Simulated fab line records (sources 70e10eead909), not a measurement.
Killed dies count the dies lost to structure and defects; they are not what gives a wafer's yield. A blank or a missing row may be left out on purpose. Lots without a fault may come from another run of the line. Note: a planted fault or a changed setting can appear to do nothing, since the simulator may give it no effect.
A lot that was struck, set against a sound lot    flow nand-harc    17 out of 1302 route steps
Sound: wafers L733.1, L733.3, L733.5. Wafers struck: L737.1, L737.4, L737.5. The cause comes at the end.
At each step with rows: each side's tool, then ch and its chambers, then its first start. Under that, the readings that differ: sound wafers    struck wafers    difference of the means    sigmas: that difference in standard deviations of wafers without a fault.
alike: readings with means less than 2 such deviations apart, plus words and numbers identical on both sides. not compared: withheld readings, readings lacking a value on some wafer, bounds such as >300 that could conceal the same value, and numbers that have no deviation in the record and whose values overlap.
A row with sigmas, a row that says differs or no value, or rows on one side alone: a step with any of these is where the two part. Non-overlapping numbers with no deviation appear without sigmas and do not part them. A reading that every wafer of one side lacks parts them only if that side has two wafers or more.

first, 4 steps without rows for these wafers: NHARC_A_ZERO_WELL_STRIP_14 (strips in SPM, time 900 s); NHARC_A_ZERO_WELL_IMPLANT_15; NHARC_A_ZERO_WELL_PRECLEAN_22 (cleans in SC1, time 60 s); NHARC_A_ZERO_WELL_SRD_23.
NHARC_A_ZERO_WELL_RTA_16: time 10 s.
  sound on rtp-anneal-02 ch 0, day 9 08:14; struck on rtp-anneal-01 ch 0, day 11 01:51
reading             sound           struck          difference  sigmas
lamp-power-pct (%)  27.1 27.0 27.0  28.2 28.2 28.2  +1.2        +2
  alike: lamp_zone_7_pct, wafer_temp_C_max
NHARC_A_ZERO_WELL_INSPECT_17:
  sound on defect-inspect-02, day 9 08:26; struck on defect-inspect-01, day 11 02:02
  alike: raw-defect-count
then, 3 steps without rows for these wafers: NHARC_A_SOURCE_PLATE_PRECLEAN_00 (cleans in HF-LAST, time 60 s); NHARC_A_SOURCE_PLATE_SRD_01; NHARC_A_SOURCE_PLATE_OXIDE_02 (material SiO2, target thk 10 nm, ox time 1362 s).
NHARC_A_SOURCE_PLATE_THK_MEAS_09: measures by ellipsometry.
  sound on film-metro-02, day 9 17:18; struck on film-metro-02, day 11 08:50
  alike: thk-nm
then, 1 step without rows for these wafers: NHARC_A_SOURCE_PLATE_PVD_04 (deposits WSi2, target thk 50 nm).
NHARC_A_SOURCE_PLATE_CVD_03: deposits poly-Si, target thk 200 nm, time 4000 s.
  sound on lpcvd-poly-04 ch 0, day 9 19:53; struck on lpcvd-poly-02 ch 0, day 11 11:25
  alike: spike-tc-top-C, spike-tc-upper-C, tube-center-temp-C
then, 1 step without rows for these wafers: NHARC_A_SOURCE_PLATE_ANNEAL_05 (time 1800 s).
NHARC_A_SOURCE_PLATE_THK_MEAS_06: measures by ellipsometry.
  sound on film-metro-02, day 10 06:22; struck on film-metro-02, day 11 21:19
  alike: thk-nm
NHARC_A_SOURCE_PLATE_INSPECT_08:
  sound on defect-inspect-01, day 10 06:26; struck on defect-inspect-02, day 11 21:26
reading           sound      struck       difference  sigmas
raw-defect-count  115 54 46  326 308 355  +258        +12
then NHARC_A_ONON_D1_DEP_00 (target thk 1000 nm), 1 step lacking rows for these wafers.
-- break in the record here, with 16 days between the starts of the struck wafers on either side (left off in module A_ONON_D1, picked up again in module END, where the first step shown is number 1302 on the route) --
NHARC_END_SORT_01:
  the record has rows for the struck wafers here (prober-01 ch 0, day 28 00:22) and none for the sound ones

== WHERE THEY PART ==
First at NHARC_A_ZERO_WELL_RTA_16; last, within this record, at NHARC_END_SORT_01.

WHY: what had been put in by the simulator
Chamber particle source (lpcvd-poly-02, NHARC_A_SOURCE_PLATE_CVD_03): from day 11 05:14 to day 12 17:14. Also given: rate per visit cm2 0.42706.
